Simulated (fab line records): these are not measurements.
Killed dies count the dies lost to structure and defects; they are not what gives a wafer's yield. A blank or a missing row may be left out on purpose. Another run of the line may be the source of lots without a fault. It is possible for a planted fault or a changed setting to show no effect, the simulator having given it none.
What tool caused it? ; flow nandHarc ; Sampling: 6 lots, 16 wafers, 5 of 1159 route steps

WHAT THE GAUGES READ, wafer by wafer
NHARC_END_SORT_01.
lot;measured;on;killedAtArray
L840;day 22 00:52;prober-01;250

WHICH TOOL RAN EACH LOT (tool, then ch and the chambers of the sampled wafers, then the start)
lot;NHARC_A_CHANNEL_HOLE_D1_ETCH_21;NHARC_A_CHANNEL_HOLE_D1_ETCH_25;NHARC_A_CHANNEL_HOLE_D1_ETCH_44;NHARC_A_CHANNEL_FILL_D1_ALD_02
L832;harEtch-02 ch 0,1, day 8 18:14;harEtch-02 ch 0,1, day 8 20:42;rieDiel-12 ch 0,2,3, day 8 22:52;aldHk-03 ch 1,2,3, day 9 00:02
L833;harEtch-02 ch 0,1, day 9 00:35;harEtch-02 ch 0,1, day 9 03:10;rieDiel-12 ch 0,1,3, day 9 04:42;aldHk-03 ch 1,2,3, day 9 06:01
L840;harEtch-01 ch 0, day 10 14:37;harEtch-01 ch 0, day 10 17:17;rieDiel-11 ch 1, day 10 18:40;aldHk-03 ch 1, day 10 21:03
L845;harEtch-01 ch 0,1, day 11 11:08;harEtch-01 ch 0,1, day 11 13:41;rieDiel-12 ch 0,2, day 11 15:23;aldHk-03 ch 1,2,3, day 11 16:32
L849;harEtch-01 ch 0,1, day 12 16:34;harEtch-01 ch 0,1, day 12 19:02;rieDiel-03 ch 0,1,2, day 12 20:52;aldHk-01 ch 1,2,3, day 12 22:02
L854;harEtch-01 ch 0,1, day 13 15:39;harEtch-01 ch 0,1, day 13 18:17;rieDiel-03 ch 1,2,3, day 13 19:49;aldHk-01 ch 1,2,3, day 13 20:59
- NHARC_A_CHANNEL_HOLE_D1_ETCH_21: etches the open film in C4F8/O2/Ar, time 514.3 s, target depth 1600 nm.
- NHARC_A_CHANNEL_HOLE_D1_ETCH_25: etches the open film in C4F8/O2/Ar, time 1040.2 s, target depth 1500 nm.
- NHARC_A_CHANNEL_HOLE_D1_ETCH_44: etches the open film in CF4/O2, target depth 140 nm, overetch 14 nm, time 77 s.
- NHARC_A_CHANNEL_FILL_D1_ALD_02: deposits SiO2, target thk 6 nm, pulse time 10 s, ald cycles 60.

THE ANSWER, worked out from the rows above alone
Rule: the lots themselves supply what counts as usual. The widest of any qualifying gaps counts: lots, ordered by their means at a reading, are off when they make up no more than a third of the lots, leave a main group of 4 or more, and stand apart from it by 3 or more times the standard deviation of that group's means. Not used: any main group whose means are identical at the precision the tables above print for the reading. A lot without any number at a reading at which 4 lots or more have one is off too. All remaining lots with rows at the step are treated as sound.
Nothing can be told from this: no lot is off at any reading shown.

WHAT THE SIMULATOR HAD INSERTED
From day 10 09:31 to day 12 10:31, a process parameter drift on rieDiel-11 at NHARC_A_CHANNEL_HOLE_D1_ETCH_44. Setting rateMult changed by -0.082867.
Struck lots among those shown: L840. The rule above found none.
